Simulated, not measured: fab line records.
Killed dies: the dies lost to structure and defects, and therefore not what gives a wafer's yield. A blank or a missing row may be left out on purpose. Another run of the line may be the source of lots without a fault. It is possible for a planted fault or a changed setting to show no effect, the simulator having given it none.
Split-lot study	flow n5Finfet	route with 1938 steps; 7 lots, 39 wafers read

## ABOUT THE SPLIT
At N5_DUMMY_GATE_ETCH_32 (etches SiO2 in CF4, target depth 3.5 nm, time 3.9 s), the setting timeS was moved away from the recipe's 3.9 s on 15 of the 39 wafers read, by -23.5% to +16.0%. The other wafers ran this setting at the recipe's value.

The reading is taken at the split's own step.

## THE READING
etch.depthNm (the simulator's own value, which no gauge read), in nm, at N5_DUMMY_GATE_ETCH_32 (etches SiO2 in CF4, target depth 3.5 nm, time 3.9 s). There is no usual value for it anywhere in the file. Here, 24 wafers ran the recipe; their average is 3.496 nm with a standard deviation of 0.079 nm.

wafer	tool, chamber at the split	timeS as run, s	against the recipe	etch.depthNm, nm	against lot-mates on the recipe
L075.1	rieSi-06, 3	4.523	+16.0%	4.05	+0.515
L075.2	rieSi-06, 2	3.9	recipe	3.651	-
L075.3	rieSi-06, 1	3.9	recipe	3.488	-
L075.4	rieSi-06, 0	4.523	+16.0%	4.029	+0.494
L075.5	rieSi-06, 2	4.523	+16.0%	4.254	+0.719
L075.6	rieSi-06, 1	3.9	recipe	3.466	-
L084.1	rieSi-06, 1	3.9	recipe	3.492	-
L084.2	rieSi-06, 2	3.9	recipe	3.681	-
L084.3	rieSi-06, 3	3.9	recipe	3.454	-
L084.4	rieSi-06, 0	3.287	-15.7%	2.941	-0.601
L084.5	rieSi-06, 2	3.287	-15.7%	3.098	-0.444
L084.6	rieSi-06, 3	3.287	-15.7%	2.931	-0.611
L085.1	rieSi-03, 1	3.9	recipe	3.387	-
L085.2	rieSi-03, 2	4.227	+8.4%	3.756	+0.345
L085.3	rieSi-03, 0	4.227	+8.4%	3.912	+0.501
L085.4	rieSi-03, 3	3.9	recipe	3.456	-
L085.5	rieSi-03, 0	4.227	+8.4%	3.9	+0.489
L085.6	rieSi-03, 1	3.9	recipe	3.391	-
L091.1	rieSi-06, 2	3.9	recipe	3.646	-
L091.2	rieSi-06, 1	3.9	recipe	3.518	-
L091.3	rieSi-06, 3	3.9	recipe	3.467	-
L091.4	rieSi-06, 0	3.9	recipe	3.468	-
L091.5	rieSi-06, 0	3.9	recipe	3.466	-
L091.6	rieSi-06, 3	3.9	recipe	3.462	-
L092.1	rieSi-03, 1	3.121	-20.0%	2.716	-0.809
L092.2	rieSi-03, 0	3.9	recipe	3.616	-
L092.3	rieSi-03, 2	3.9	recipe	3.467	-
L092.4	rieSi-03, 3	3.9	recipe	3.491	-
L092.5	rieSi-03, 3	3.121	-20.0%	2.786	-0.739
L092.6	rieSi-03, 0	3.121	-20.0%	2.925	-0.600
L095.1	rieSi-01, 3	3.9	recipe	3.545	-
L095.2	rieSi-01, 0	3.9	recipe	3.466	-
L095.4	rieSi-01, 2	3.9	recipe	3.53	-
L097.1	rieSi-03, 1	3.9	recipe	3.366	-
L097.2	rieSi-03, 0	2.984	-23.5%	2.772	-0.659
L097.3	rieSi-03, 3,2	3.9	recipe	3.464	-
L097.4	rieSi-03, 3,2	3.9	recipe	3.464	-
L097.5	rieSi-03, 2	2.984	-23.5%	2.66	-0.771
L097.6	rieSi-03, 3	2.984	-23.5%	2.661	-0.770
When a row names more than one chamber, that row covers several wafers, and the file does not tell which wafer ran in which chamber.

FIT RESULTS
A straight line over all 39 wafers: etch.depthNm changes by +0.0353 nm for each +1% of timeS; r = +0.98; the points scatter about the line by 0.085 nm.
The same after taking each lot's own level away (the mean of its wafers on the recipe; 39 wafers): +0.0353 nm for each +1%; r = +0.98; scatter 0.086 nm.
The reading moves by 0.83 nm for the largest change in timeS, on that fit.
Measured against the standard deviation above, the lots' own levels, which go from 3.4113 to 3.5423 nm, span 1.7 times it.
The two slopes agree, so the slope changes little with the lot-to-lot level.
Check: -0.832 nm against its lot-mates is what the line predicts for one of the wafers moved furthest among these (-23.5%) when that wafer is left out of the fit. It came out at -0.659 nm against them.

## FURTHER SPLITS ON THESE WAFERS
Other splits were also applied to these wafers ahead of the reading. Each is held against what the fit with the lots' levels taken away leaves over:
other split on the same wafers	wafers away from the commonest value	r with etch.depthNm (lot level and that fit taken away)
N5_WELL_APT_EPI_41 timeS	18	+0.12
N5_PMOS_HMC_CHANNEL_EPI_EPI_20 pressureTorr	18	-0.07

## FILE'S OWN FIT
etch.depthNm changes by +0.0349 nm for each +1% of timeS, r = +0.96.
